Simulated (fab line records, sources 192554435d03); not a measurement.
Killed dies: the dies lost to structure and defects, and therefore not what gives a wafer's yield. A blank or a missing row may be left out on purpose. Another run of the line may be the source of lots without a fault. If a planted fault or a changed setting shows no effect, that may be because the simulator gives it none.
Chamber matching	flow n5 finfet	N5_BEOL_M11_STRIP_19 on rie diel-03: 4 sister chambers
The step strips in O2. 14 wafers are shown with their chamber, then 7 later ones without.

WAFERS PAIRED WITH THEIR CHAMBERS
wafer	chamber	drypump motor current A (A)	showerhead plenum p Torr (Torr)	throttle valve pct (%)
L821.2	3	6.0	2.23	16.68
L821.3	0	5.4	2.09	16.84
L821.4	1	6.0	2.00	16.75
L822.1	2	6.2	2.11	16.45
L822.2	1	6.0	1.99	16.75
L822.5	0	5.4	2.09	16.84
L826.1	3	6.1	2.22	16.70
L826.3	0	5.4	2.08	16.87
L826.5	3	6.1	2.22	16.71
L837.1	3	6.0	2.21	16.76
L837.2	0	5.4	2.08	16.87
L837.3	2	6.2	2.10	16.48
L839.4	1	6.0	1.98	16.81
L839.5	3	6.1	2.21	16.78

SIGNATURES (averages over the wafers above)
reading	chamber 0	chamber 1	chamber 2	chamber 3	scatter within a chamber
drypump motor current A	5.400	6.000	6.200	6.060	0.0346
showerhead plenum p Torr	2.0850	1.9900	2.1050	2.2180	0.00794
throttle valve pct	16.8550	16.7700	16.4650	16.7260	0.033
Rule: for a wafer and a chamber, the distance is found by dividing, reading by reading, the gap between the wafer's reading and the chamber's mean by the reading's scatter, squaring, summing and taking the root. The wafer belongs to the nearest chamber; if the next one is less than 2 further off, it can't be placed. The scatter: the root of (the sum of the squares of (reading less its chamber's mean) over the shown wafers, divided by (wafers less chambers)).

WAFERS WITH NO CHAMBER GIVEN
wafer	drypump motor current A (A)	showerhead plenum p Torr (Torr)	throttle valve pct (%)
L839.6	6.2	2.10	16.51
L840.1	6.1	2.21	16.78
L840.4	6.2	2.10	16.52
L840.6	6.0	1.98	16.80
L843.1	5.4	2.07	16.92
L843.3	6.1	2.21	16.79
L843.4	6.2	2.10	16.53

EACH ONE'S CHAMBER
wafer	from the rows above	in truth
L839.6	2	2
L840.1	3	3
L840.4	2	2
L840.6	1	1
L843.1	0	0
L843.3	3	3
L843.4	2	2
Placed correctly: 7 of 7. From these rows, 0 cannot be placed. Number placed wrongly: 0.
